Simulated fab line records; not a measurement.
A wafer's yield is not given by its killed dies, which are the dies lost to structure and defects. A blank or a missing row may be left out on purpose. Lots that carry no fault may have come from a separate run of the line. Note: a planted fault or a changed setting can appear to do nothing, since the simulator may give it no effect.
Matching of chambers    flow n5-finfet    pecvd-03 running N5_BEOL_M3_DEP_57: 3 sister chambers
The step deposits SiCN from 3MS/NH3, target thk 8 nm, time 14 s. 3 wafers are shown with their chamber, then 9 later ones without.

## EACH WAFER AND ITS CHAMBER
wafer   chamber  throttle-valve-pct (%)
L082.1  2        8.4
L082.3  0        8.8
L082.4  1        9.3

## WAFERS WITHOUT THEIR CHAMBER
wafer   throttle-valve-pct (%)
L089.3  8.3
L089.4  8.4
L089.6  8.7
L090.2  9.2
L090.4  8.0
L090.5  9.4
L096.4  9.1
L096.5  8.8
L096.6  8.5

## WHICH CHAMBER EACH WENT THROUGH
wafer   from the rows above      in truth
L089.3  2                        2
L089.4  2                        2
L089.6  can't be placed: 0 or 2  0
L090.2  can't be placed: 1 or 0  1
L090.4  2                        2
L090.5  1                        1
L096.4  can't be placed: 1 or 0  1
L096.5  0                        0
L096.6  can't be placed: 2 or 0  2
Correct placement for 5 of the 9. Unplaceable from these rows: 4, with the true chamber sitting among the candidates in 4. Placed wrongly: 0.
How it was worked out, from the rows above alone: a wafer's distance from a chamber is the root of the sum, over the readings, of the square of ((its reading less the chamber's mean) divided by the reading's scatter). If the next closest chamber is less than 2 further off than the closest, the wafer can't be placed; otherwise it belongs to the closest. For every chamber, the mean is computed from those of its wafers that are shown. The scatter: root of mean squared gap, hidden wafer to nearest shown wafer, with one shown wafer a chamber.
